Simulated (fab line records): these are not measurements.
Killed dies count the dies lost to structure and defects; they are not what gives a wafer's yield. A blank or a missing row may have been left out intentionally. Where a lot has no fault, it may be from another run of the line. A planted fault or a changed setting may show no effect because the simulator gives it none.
fab line records | flow n5-finfet
record lots=12 wafers=36 last-day=20
route steps=1938 shown BEOL_M4@1086 MIM_TOP_ETCH@1853 MIM_BOT_LITHO@1863 PAD_METAL@1893 PASSIVATION@1936
lots untouched by any fault: they come from a run of this same line in which no faults occurred
start-h: start of the lot's first displayed wafer, in hours after the record's first day | wait-h: hours elapsed since this lot's preceding step | " repeats the value in the row above | L1.1+2: a row that stands for several wafers | - no value, or no start given | * or withheld: withheld | < > ~ a bound
route shown NAME@n: names a module that has steps shown in the file, with the first one's number in the route | usual: average and standard deviation across the fault-free wafers | same: alike in all rows | chamber/n: place in a boat | sites: each site's reading | _std_site: the values' standard deviation | _edge_site: the outer-site mean with the inner-site mean subtracted | radius-mm: how far each site lies from the wafer's centre | mask NAME#n: copy n | behind: the most recent tool/chamber to have shaped the wafer | hold: the reason the lot was held/the length of the hold in hours/how it ended | device: the transistor (n, p or np) that didn't switch | end of line: the same wafers' tests at the end of the route | step lacking rows: just its recipe | killed: not the wafer's yield, but the dies lost to structure and defects at the first sort | map: dies across one wafer; x = killed, . = not, _ = none there
set.NAME: the setting that was run; set.NAME@STEP: the one run at that earlier step | model.NAME: the simulator's own value behind a step, which no gauge read
a sample of lots followed through the steps of the route, with each step as a table and each wafer as a row
services: from which hour (start-h, from the record's first day; less than 0 if before it) a tool's chamber was out of use, for how many hours, and why
## steps
# step N5_BEOL_M4_SPUTTER_79
# recipe material=Cu target-thk-a=45 temp-c=-20 chamber-pressure-pa=0.07 power-w=withheld time-s=8.29
# usual chuck-sensor-temp-C=-15.8/0.49 throttle-valve-pct=29.8/1
# columns lot.wafer tool chamber start-h wait-h chuck-sensor-temp-C throttle-valve-pct
L304.2 pvd-sputter-03 - 180.83 0.1 -16.0 29.3
L304.5 " - " " -16.4 27.8
L304.6 " - " " -16.1 30.6
L307.1 pvd-sputter-02 - 232.53 0.1 -15.8 29.8
L307.2 " - " " -15.8 31.4
L307.5 " - " " -15.7 29.9
L308.1 pvd-sputter-02 - 239.00 0.1 -15.5 30.2
L308.3 " - " " -15.8 31.2
L308.5 " - " " -15.5 30.2
L309.3 pvd-sputter-01 - 248.46 0.1 -16.0 28.4
L309.5 " - " " -15.6 29.8
L309.6 " - " " -15.8 31.3
L311.1 pvd-sputter-01 - 252.18 0.1 -15.7 29.7
L311.3 " - " " -15.0 29.2
L311.6 " - " " -14.9 29.0
L310.3 pvd-sputter-01 - 254.36 0.1 -15.0 28.6
L310.5 " - " " -16.0 31.2
L310.6 " - " " -15.0 28.7
L313.1 pvd-sputter-01 - 262.55 0.1 -15.8 29.9
L313.4 " - " " -15.9 31.0
L313.6 " - " " -15.9 29.9
L314.1 pvd-sputter-03 - 263.14 0.1 -16.4 29.2
L314.2 " - " " -16.0 30.9
L314.4 " - " " -16.4 28.1
L315.2 pvd-sputter-01 - 284.85 0.1 -15.1 29.1
L315.3 " - " " -15.7 29.9
L315.6 " - " " -15.5 29.8
L316.1 pvd-sputter-02 - 287.39 0.1 -17.0 28.9
L316.4 " - " " -15.8 29.7
L316.6 " - " " -15.9 31.5
L322.1 pvd-sputter-01 - 321.08 0.1 -15.0 29.0
L322.2 " - " " -15.9 29.8
L322.5 " - " " -15.6 31.3
L324.1 pvd-sputter-01 - 361.88 0.1 -15.9 28.3
L324.4 " - " " -15.7 29.8
L324.5 " - " " -14.9 28.8
# step N5_MIM_TOP_ETCH_PECVD_03
# recipe material=SiNx target-thk-a=200 temp-c=400 precursor=SiH4/NH3/N2 pressure-torr=1.5 rf-w=300 time-s=17.6
# usual heater-power-w=762/99 showerhead-plenum-p-Torr=5.18/0.11 throttle-valve-pct=40.6/2.1
# columns lot.wafer tool chamber start-h wait-h heater-power-w showerhead-plenum-p-Torr since-wet-clean-h throttle-valve-pct
L304.2 pecvd-04 2 304.38 - 782 5.22 435 38.3
L304.5 " 0 " " 704 5.36 - 40.5
L304.6 " 2 " " 774 5.22 - 38.6
L307.1 pecvd-04 0 328.13 - 744 5.35 1213 40.5
L307.2 " 1 " " 799 5.17 1938 44.4
L307.5 " 1 " " 806 5.17 - 44.2
L308.1 pecvd-02 0 337.56 - 568 5.31 1041 39.5
L308.3 " 2 " " 753 5.07 273 37.4
L308.5 " 0 " " 575 5.31 - 39.5
L309.3 pecvd-01 0 337.60 - 710 5.10 1404 41.8
L309.5 " 1 " " 669 5.00 - 38.9
L309.6 " 0 " " 707 5.11 - 42.2
L311.1 pecvd-04 1 344.45 - 847 5.19 1955 44.5
L311.3 " 0 " " 735 5.36 1230 40.5
L311.6 " 1 " " 848 5.18 - 44.1
L310.3 pecvd-04 0 355.43 - 728 5.35 1241 40.4
L310.5 " 1 " " 775 5.19 - 44.1
L310.6 " 2 " " 757 5.22 - 38.7
L314.1 pecvd-01 2 359.16 - 915 5.06 672 40.7
L314.2 " 1 " " 671 5.00 2151 39.0
L314.4 " 2 " " 894 5.06 - 40.6
L313.1 pecvd-04 2 359.88 - 807 5.22 491 38.7
L313.4 " 1 " " 820 5.18 - 44.3
L313.6 " 2 " " 801 5.22 - 38.8
L315.2 pecvd-04 1 374.60 - 814 5.19 1985 44.3
L315.3 " 0 " " 656 5.36 1260 40.4
L315.6 " 0 " " 656 5.35 - 40.5
L316.1 pecvd-04 0 380.90 - 680 5.36 1266 40.6
L316.4 " 0 " " 665 5.35 - 40.6
L316.6 " 1 " " 813 5.18 - 44.5
L322.1 pecvd-04 0 424.98 - 634 5.35 1310 40.4
L322.2 " 2 " " 795 5.21 556 38.9
L322.5 " 2 " " 797 5.22 - 39.0
L324.1 pecvd-02 2 470.27 - 740 5.08 406 37.6
L324.4 " 1 " " 698 5.14 - 39.5
L324.5 " 2 " " 736 5.09 - 37.9
# step N5_MIM_BOT_LITHO_OVL_MEAS_11
# recipe points-per-wafer=44
# usual MIM_BOT_OVL=-2/5.6
# columns lot.wafer tool chamber start-h wait-h MIM_BOT_OVL[nm]
L304.2 overlay-02 0 304.89 0.0 -9
L304.5 " 0 " " -7
L304.6 " 0 " " -12
L307.1 overlay-02 0 328.52 0.0 2
L307.2 " 0 " " 5
L307.5 " 0 " " 1
L308.1 overlay-01 0 337.95 0.0 2
L308.3 " 0 " " 7
L308.5 " 0 " " 5
L309.3 overlay-02 0 337.99 0.0 -1
L309.5 " 0 " " -9
L309.6 " 0 " " -5
L311.1 overlay-02 0 344.83 0.0 -2
L311.3 " 0 " " -7
L311.6 " 0 " " -2
L310.3 overlay-02 0 355.94 0.0 6
L310.5 " 0 " " 0
L310.6 " 0 " " 4
L314.1 overlay-02 0 359.67 0.0 6
L314.2 " 0 " " 5
L314.4 " 0 " " -1
L313.1 overlay-01 0 360.39 0.0 -4
L313.4 " 0 " " -6
L313.6 " 0 " " -2
L315.2 overlay-02 0 374.98 0.0 -14
L315.3 " 0 " " 1
L315.6 " 0 " " -10
L316.1 overlay-02 0 381.41 0.0 -6
L316.4 " 0 " " -3
L316.6 " 0 " " 0
L322.1 overlay-01 0 425.49 0.0 -5
L322.2 " 0 " " -3
L322.5 " 0 " " -4
L324.1 overlay-01 0 470.66 0.0 -8
L324.4 " 0 " " -5
L324.5 " 0 " " -2
# step N5_PASSIVATION_DEGAS_18
# recipe ambient=vacuum temp-c=300 time-s=60
# usual heater-power-w=473/52
# columns lot.wafer tool chamber start-h wait-h heater-power-w
L304.2 pvd-sputter-02 - 308.87 0.6 520
L304.5 " - " " 458
L304.6 " - " " 496
L307.1 pvd-sputter-02 - 334.95 2.5 527
L307.2 " - " " 501
L307.5 " - " " 494
L308.1 pvd-sputter-03 - 342.50 1.8 457
L308.3 " - " " 408
L308.5 " - " " 418
L309.3 pvd-sputter-03 - 343.19 0.0 427
L309.5 " - " " 466
L309.6 " - " " 435
L311.1 pvd-sputter-03 - 347.82 0.2 426
L311.3 " - " " 413
L311.6 " - " " 397
L310.3 pvd-sputter-02 - 358.32 0.2 449
L310.5 " - " " 449
L310.6 " - " " 532
L314.1 pvd-sputter-01 - 363.50 1.1 493
L314.2 " - " " 490
L314.4 " - " " 593
L313.1 pvd-sputter-02 - 363.87 0.3 465
L313.4 " - " " 494
L313.6 " - " " 516
L315.2 pvd-sputter-01 - 379.41 0.4 488
L315.3 " - " " 481
L315.6 " - " " 573
L316.1 pvd-sputter-03 - 385.95 2.0 398
L316.4 " - " " 399
L316.6 " - " " 473
L322.1 pvd-sputter-01 - 429.83 0.1 575
L322.2 " - " " 497
L322.5 " - " " 488
L324.1 pvd-sputter-03 - 473.11 0.2 401
L324.4 " - " " 465
L324.5 " - " " 404
# step N5_PASSIVATION_PROBE_49
# usual defect-limited-yield=91.2/1.3 killed_at_M0_to_M3=34/9.2 killed_at_M4_up=14/5 killed-at-contacts=13/6.7 killed-at-front-end=39/12 killed-at-other=4/3.3 killed-dies=104/15 killed-open=68/12 killed-short=34/7.5 sort_bin_5_function=5.2/0.87 sort_bin_6_memory=3.3/0.63 sort-n-pass=1076/15 sort-yield-pct=91.2/1.3
# same gross-dies=1180 killed-at-back-side=0 sort_bin_4_leakage[%]=0 sort_bin_8_speed[%]=0
# columns lot.wafer tool chamber start-h wait-h defect-limited-yield[%] killed_at_M0_to_M3 killed_at_M4_up killed-at-contacts killed-at-front-end killed-at-other killed-dies killed-open killed-short sort_bin_5_function[%] sort_bin_6_memory[%] sort-n-pass sort-yield-pct[%]
L322.1 prober-02 - 438.03 0.5 83.6 23 113 7 48 3 194 46 40 10.9 3.9 986 83.6
L322.2 prober-02 - 438.08 0.5 90.6 34 16 8 46 7 111 74 31 5.6 3.5 1069 90.6
L322.5 prober-02 - 438.23 0.7 91.7 23 15 12 36 12 98 58 36 5.5 2.4 1082 91.7
L324.1 prober-02 - 478.68 0.0 92.2 31 12 12 35 2 92 65 26 4.8 2.7 1088 92.2
L324.4 prober-02 - 478.83 0.2 89.9 38 21 16 37 7 119 76 38 6.3 3.1 1061 89.9
L324.5 prober-02 - 478.88 0.2 84.2 30 106 10 40 1 187 58 29 10.3 4.2 993 84.2
# killed by level:class
L322.1 BEOL_M4:unspecified=103 FIN_SAQP:geometric-particle:short=17 FIN_SAQP:geometric-particle:open=10 BEOL_M2:geometric-particle:open=8 DUMMY_GATE:geometric-particle:open=7 MOL_CONTACT_COAG:geometric-particle:open=6 BEOL_M2:geometric-particle:short=3 BEOL_M3:geometric-particle:open=3
L322.2 FIN_SAQP:geometric-particle:open=12 FIN_SAQP:geometric-particle:short=11 BEOL_M2:geometric-particle:open=9 MOL_CONTACT_COAG:geometric-particle:open=7 BEOL_M0:geometric-particle:open=7 STI_FIN_REVEAL:geometric-particle:open=6 DUMMY_GATE:geometric-particle:open=5 BEOL_M5:geometric-particle:open=5
L322.5 FIN_SAQP:geometric-particle:short=14 MOL_CONTACT_COAG:geometric-particle:open=11 FIN_SAQP:geometric-particle:open=10 BEOL_M0_SAQP:geometric-particle:short=6 BEOL_M4:geometric-particle:open=5 GATE_CUT:geometric-particle:short=4 BEOL_M3:geometric-particle:open=4 BEOL_M5:geometric-particle:open=3
L324.1 BEOL_M1:geometric-particle:open=13 MOL_CONTACT_COAG:geometric-particle:open=8 DUMMY_GATE:geometric-particle:open=7 STI_FIN_REVEAL:geometric-particle:open=6 BEOL_M0_SAQP:geometric-particle:open=5 BEOL_M2:geometric-particle:open=5 GATE_CUT:geometric-particle:short=4 MOL_CONTACT_COAG:geometric-particle:short=4
L324.4 MOL_CONTACT_COAG:geometric-particle:open=15 BEOL_M0_SAQP:geometric-particle:open=11 STI_FIN_REVEAL:geometric-particle:open=9 BEOL_M0_SAQP:geometric-particle:short=9 BEOL_M5:geometric-particle:open=8 FIN_SAQP:geometric-particle:short=6 BEOL_M1:geometric-particle:open=6 BEOL_M2:geometric-particle:open=6
L324.5 BEOL_M4:unspecified=98 STI_FIN_REVEAL:geometric-particle:open=13 MOL_CONTACT_COAG:geometric-particle:open=9 BEOL_M0_SAQP:geometric-particle:short=8 BEOL_M0_SAQP:geometric-particle:open=6 FIN_SAQP:geometric-particle:open=5 BEOL_M2:geometric-particle:open=5 FIN_SAQP:geometric-particle:short=4
## services
# columns tool chamber start-h hours kind
pecvd-02 0 169.29 4.4 repair
pecvd-02 2 179.60 2.1 scheduled-down
pvd-sputter-03 - 188.94 5.9 repair
pvd-sputter-02 - 202.44 2.8 repair
pvd-sputter-03 - 211.08 3.7 repair
pecvd-04 1 220.45 2.1 scheduled-down
pecvd-02 2 221.88 5.5 scheduled-down
pecvd-02 - 223.04 0.3 repair
pecvd-02 - 261.64 0.5 repair
pecvd-02 - 267.16 1.1 repair
pecvd-04 - 310.65 2.8 pm
pecvd-02 - 345.51 2.8 pm
pecvd-01 2 376.40 2.1 scheduled-down
pecvd-04 2 382.90 2.1 scheduled-down
pecvd-01 1 383.62 - clean
pecvd-04 - 401.74 1.5 repair
pecvd-04 - 420.68 0.7 repair
pecvd-02 2 425.19 1.8 repair
pecvd-01 - 429.82 0.9 repair
pecvd-02 0 434.85 15.5 repair
pvd-sputter-02 - 444.70 7.5 repair
pecvd-02 - 448.57 1.7 repair
pecvd-04 - 448.86 5.5 pm
pecvd-04 2 465.65 5.5 scheduled-down
## key
first-sign step=N5_PASSIVATION_PROBE_49 reading=killed_at_M4_up direction=up sigmas=19 usual=14 struck=110
effect step=N5_PASSIVATION_PROBE_49 reading=killed-dies direction=up sigmas=5.7 usual=104 struck=190
more-kills-born-at N5_BEOL_M4_SPUTTER_79@pvd-sputter-01=201
met-at N5_BEOL_M4_SPUTTER_79
struck-lots L322,L324
struck-wafers L322.1,L324.5
not-acting-at N5_MIM_TOP_ETCH_PECVD_03,N5_MIM_BOT_LITHO_OVL_MEAS_11,N5_PASSIVATION_DEGAS_18
onset-between 284.85 321.08
fault kind=chamber-particle-source tool=pvd-sputter-01 chamber=- onset-h=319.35 steps=N5_BEOL_M4_SPUTTER_79 rate-per-visit-cm2=0.48862 end-h=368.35 scope=struck-wafers-only
